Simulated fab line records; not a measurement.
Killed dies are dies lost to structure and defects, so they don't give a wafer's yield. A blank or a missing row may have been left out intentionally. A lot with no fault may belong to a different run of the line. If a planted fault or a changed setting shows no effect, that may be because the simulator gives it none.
Which tool did it?    flow n5-finfet    Sampling: 9 lots, 27 wafers, 6 of 1938 route steps

== WHAT THE GAUGES SHOWED, per wafer ==
N5_BEOL_M4_OVL_MEAS_29. Usual: V3_OVL 0.0 nm, standard deviation 0.65.
lot   measured      on          V3_OVL (nm)     flag
L896  day 8 16:52   overlay-01  -1.7 0.2 -1.3   
L897  day 9 00:01   overlay-02  0.7 0.4 -0.6    
L898  day 9 09:10   overlay-01  -0.4 0.8 -0.2   
L901  day 10 05:22  overlay-01  1.2 2.1 0.2     
L903  day 10 15:47  overlay-02  0.7 0.7 1.1     
L904  day 10 18:50  overlay-02  0.3 0.2 0.1     
L910  day 12 03:58  overlay-02  -0.7 -0.3 -0.6  
L908  day 12 06:11  overlay-02  12.1 11.6 12.3  OFF
L913  day 13 04:19  overlay-02  11.0 11.7 11.1  OFF

N5_BEOL_M4_INSPECT_30: inspects for defects (brightfield). Usual: raw-defect-count at 412, with a standard deviation of 110.
lot   measured      on                 raw-defect-count  flag
L896  day 8 16:55   defect-inspect-02  389 338 424       
L897  day 9 00:04   defect-inspect-02  407 394 290       
L898  day 9 09:13   defect-inspect-01  348 321 313       
L901  day 10 05:25  defect-inspect-02  494 509 688       
L903  day 10 15:50  defect-inspect-01  476 406 632       
L904  day 10 18:54  defect-inspect-02  493 515 476       
L910  day 12 04:01  defect-inspect-01  254 373 463       
L908  day 12 06:14  defect-inspect-02  600 585 322       
L913  day 13 04:23  defect-inspect-02  460 343 330       

N5_BEOL_M4_RC_MEAS_101. Usual: DIBL_N 35.7 mV/V, standard deviation 1.3; DIBL_P 35.4 mV/V, standard deviation 1.8; IOFF_N 0.152 nA/um, standard deviation 0.027; IOFF_P 0.20 nA/um, standard deviation 0.034; ION_N 672 uA/um, standard deviation 9.8; ION_P 461 uA/um, standard deviation 7.5; SS_N 71.4 mV/dec, standard deviation 0.55; SS_P 73.1 mV/dec, standard deviation 0.61; VT_N 251 mV, standard deviation 3.3; VT_P -251 mV, standard deviation 3.6.
lot   measured      on         DIBL_N (mV/V)   DIBL_P (mV/V)   IOFF_N (nA/um)     IOFF_P (nA/um)  ION_N (uA/um)  ION_P (uA/um)  SS_N (mV/dec)   SS_P (mV/dec)   VT_N (mV)    VT_P (mV)       flag
L896  day 9 02:27   prober-02  35.6 38.0 37.0  36.1 39.5 37.8  0.174 0.237 0.203  0.24 0.32 0.27  679 694 691    472 484 481    71.7 72.4 71.8  73.4 73.6 73.5  247 243 243  -243 -242 -243  
L897  day 9 08:35   prober-02  35.7 35.7 35.1  36.7 36.7 36.3  0.162 0.163 0.152  0.23 0.23 0.22  680 678 678    468 467 467    71.3 71.4 71.0  72.6 72.1 73.0  247 247 249  -247 -248 -247  
L898  day 9 17:50   prober-02  36.0 35.9 35.6  36.9 36.5 35.6  0.162 0.157 0.153  0.21 0.20 0.20  676 682 674    465 459 462    72.1 71.7 71.3  73.2 72.6 73.1  247 248 248  -251 -250 -250  
L901  day 10 11:20  prober-02  37.7 35.7 34.8  38.4 35.6 34.8  0.186 0.148 0.139  0.26 0.22 0.21  680 662 677    466 463 465    72.5 71.3 70.7  74.4 73.1 73.3  250 250 250  -245 -248 -248  
L903  day 11 00:10  prober-02  35.2 34.1 35.6  34.3 33.3 35.7  0.139 0.125 0.146  0.16 0.15 0.17  649 659 653    445 449 445    71.2 70.1 71.2  73.1 73.0 73.2  252 251 254  -256 -256 -256  
L904  day 11 01:20  prober-02  34.1 35.7 36.3  33.8 35.6 36.0  0.115 0.138 0.146  0.16 0.18 0.19  656 673 661    450 454 452    71.3 72.0 71.7  72.5 72.6 73.2  254 254 253  -253 -255 -254  
L910  day 12 11:26  prober-01  35.3 34.3 34.0  34.9 33.2 33.3  0.143 0.123 0.126  0.18 0.17 0.18  676 666 667    459 457 460    71.4 70.4 70.9  72.9 72.6 72.6  252 254 252  -253 -254 -252  
L908  day 12 15:07  prober-01  34.7 33.4 35.4  33.2 31.7 35.0  0.143 0.122 0.164  0.19 0.17 0.21  674 666 676    463 462 469    72.2 71.8 72.1  73.0 73.3 73.5  252 254 252  -249 -251 -249  
L913  day 13 20:10  prober-01  34.3 36.4 35.3  34.6 36.6 35.2  0.123 0.150 0.124  0.18 0.20 0.17  663 673 667    458 464 456    71.2 71.5 71.2  72.0 73.5 72.7  253 250 253  -252 -250 -251  

== WHAT TOOL EACH LOT RAN ON (gives the tool, then ch and the chambers of the sampled wafers, and finally the start) ==
lot   N5_BEOL_M4_ETCH_63                  N5_BEOL_M4_EXPOSE_25               N5_BEOL_M4_ETCH_41
L896  rie-diel-01 ch 0,2, day 8 16:00     euv-scanner-02 ch 0, day 8 16:42   rie-diel-01 ch 0,3, day 9 02:27 or earlier
L897  rie-diel-01 ch 0,1,3, day 8 23:10   euv-scanner-02 ch 0, day 8 23:50   rie-diel-05 ch 1,2,3, day 9 08:35 or earlier
L898  rie-diel-06 ch 0,1,2, day 9 08:18   euv-scanner-01 ch 0, day 9 08:59   rie-diel-01 ch 0,1,3, day 9 17:50 or earlier
L901  rie-diel-06 ch 0,1,2, day 10 04:30  euv-scanner-02 ch 0, day 10 05:11  rie-diel-01 ch 1,2, day 10 11:20 or earlier
L903  rie-diel-06 ch 1,2, day 10 14:55    euv-scanner-02 ch 0, day 10 15:37  rie-diel-05 ch 1,2, day 11 00:10 or earlier
L904  rie-diel-06 ch 0,1,2, day 10 18:07  euv-scanner-02 ch 0, day 10 18:40  rie-diel-06 ch 1,2, day 11 01:20 or earlier
L910  rie-diel-01 ch 0,2,3, day 12 03:06  euv-scanner-01 ch 0, day 12 03:47  rie-diel-01 ch 2,3, day 12 11:26 or earlier
L908  rie-diel-05 ch 0,2,3, day 12 05:19  euv-scanner-02 ch 0, day 12 06:00  rie-diel-05 ch 0,2,3, day 12 15:07 or earlier
L913  rie-diel-05 ch 0,1,3, day 13 03:24  euv-scanner-02 ch 0, day 13 04:09  rie-diel-05 ch 1,2,3, day 13 20:10 or earlier
- N5_BEOL_M4_ETCH_63: etches SiARC in CF4, target depth 15.6 nm, time 26 s.
- N5_BEOL_M4_EXPOSE_25: exposes mask V3, defocus 5 nm.
- N5_BEOL_M4_ETCH_41: etches SiCN in CH3F/O2, target depth 29.9 nm, time 52.5 s.

== WHAT THE TOOLS THEMSELVES READ (means of the sampled wafers that have a number; where no wafer has one, the mark that the record gives instead) ==
N5_BEOL_M4_ETCH_63. Usual: drypump-motor-current-A 5.6 A, standard deviation 0.44; etch-rf-on-time-s 25.8 s, standard deviation 0.41; oes-product-au 0.68 a.u., standard deviation 0.066; rf-vpp-V 184.0 V, standard deviation 1.2; showerhead-plenum-p-Torr 2.14 Torr, standard deviation 0.075; throttle-valve-pct 15.61 %, standard deviation 0.25.
lot   tool         drypump-motor-current-A (A)  etch-rf-on-time-s (s)  oes-product-au (a.u.)  rf-vpp-V (V)  showerhead-plenum-p-Torr (Torr)  throttle-valve-pct (%)  flag
L896  rie-diel-01  5.6                          26.1                   0.64                   184.0         2.09                             15.63                   
L897  rie-diel-01  5.7                          26.2                   0.62                   183.4         2.10                             15.70                   
L898  rie-diel-06  5.6                          26.1                   0.68                   185.1         2.21                             15.75                   
L901  rie-diel-06  5.6                          25.9                   0.68                   185.0         2.21                             15.76                   
L903  rie-diel-06  6.1                          26.2                   0.67                   184.6         2.21                             15.73                   
L904  rie-diel-06  5.6                          25.7                   0.68                   184.2         2.21                             15.77                   
L910  rie-diel-01  5.6                          25.6                   0.72                   183.0         2.08                             15.46                   
L908  rie-diel-05  5.4                          25.4                   0.71                   184.3         2.14                             15.58                   
L913  rie-diel-05  5.5                          25.6                   0.72                   184.8         2.17                             15.43                   

N5_BEOL_M4_EXPOSE_25. Usual: exposure-dose-mJ-cm2 at 62.89, with a standard deviation of 0.14.
lot   tool            exposure-dose-mJ-cm2  flag
L896  euv-scanner-02  62.73                 
L897  euv-scanner-02  62.75                 
L898  euv-scanner-01  63.00                 
L901  euv-scanner-02  62.81                 
L903  euv-scanner-02  62.79                 
L904  euv-scanner-02  62.72                 
L910  euv-scanner-01  63.06                 
L908  euv-scanner-02  62.70                 
L913  euv-scanner-02  62.78                 

N5_BEOL_M4_ETCH_41. Usual: drypump-motor-current-A 5.6 A, standard deviation 0.44; oes-product-au 0.79 a.u., standard deviation 0.075; rf-vpp-V 297.2 V, standard deviation 1.6; showerhead-plenum-p-Torr 2.00 Torr, standard deviation 0.071; throttle-valve-pct 16.32 %, standard deviation 0.26.
lot   tool         drypump-motor-current-A (A)  oes-product-au (a.u.)  rf-vpp-V (V)  showerhead-plenum-p-Torr (Torr)  throttle-valve-pct (%)  flag
L896  rie-diel-01  5.6                          0.76                   296.5         1.95                             16.23                   
L897  rie-diel-05  5.6                          0.88                   298.1         2.03                             16.20                   
L898  rie-diel-01  5.8                          0.72                   296.0         1.96                             16.43                   
L901  rie-diel-01  5.4                          0.74                   296.0         1.94                             16.26                   
L903  rie-diel-05  6.0                          0.87                   297.6         2.00                             16.17                   
L904  rie-diel-06  6.1                          0.80                   298.4         2.07                             16.47                   
L910  rie-diel-01  5.3                          0.76                   295.2         1.91                             16.11                   
L908  rie-diel-05  5.4                          0.82                   297.0         2.00                             16.30                   
L913  rie-diel-05  5.6                          0.84                   297.2         2.02                             16.28                   

== THE ANSWER, worked out from the rows above alone ==
Rule: lot off if the mean of its wafers having a number is beyond 3 standard deviations from the usual mean. Also off: a lot with no number at a reading for which 4 or more lots have one. The other lots that the step has rows for count as sound. The gauges are gone through in route order, then the tools' own readings, and for those a lot's mean is taken as printed above. At the first step where some lot is off, the reading lying furthest off is the one used; lots without a number count as furthest.
Off: L908, L913, seen at N5_BEOL_M4_OVL_MEAS_29 (V3_OVL).
If a tool, at a process step before that reading, ran all the lots that are off and no sound lot after the first of them, it fits. Those tools and the gauges at N5_BEOL_M4_OVL_MEAS_29 are tried in the same way. Can't be told from this: 3 tools fit, rie-diel-05 at N5_BEOL_M4_ETCH_63, euv-scanner-02 at N5_BEOL_M4_EXPOSE_25, overlay-02 at N5_BEOL_M4_OVL_MEAS_29.

== WHAT THE SIMULATOR PUT IN ==
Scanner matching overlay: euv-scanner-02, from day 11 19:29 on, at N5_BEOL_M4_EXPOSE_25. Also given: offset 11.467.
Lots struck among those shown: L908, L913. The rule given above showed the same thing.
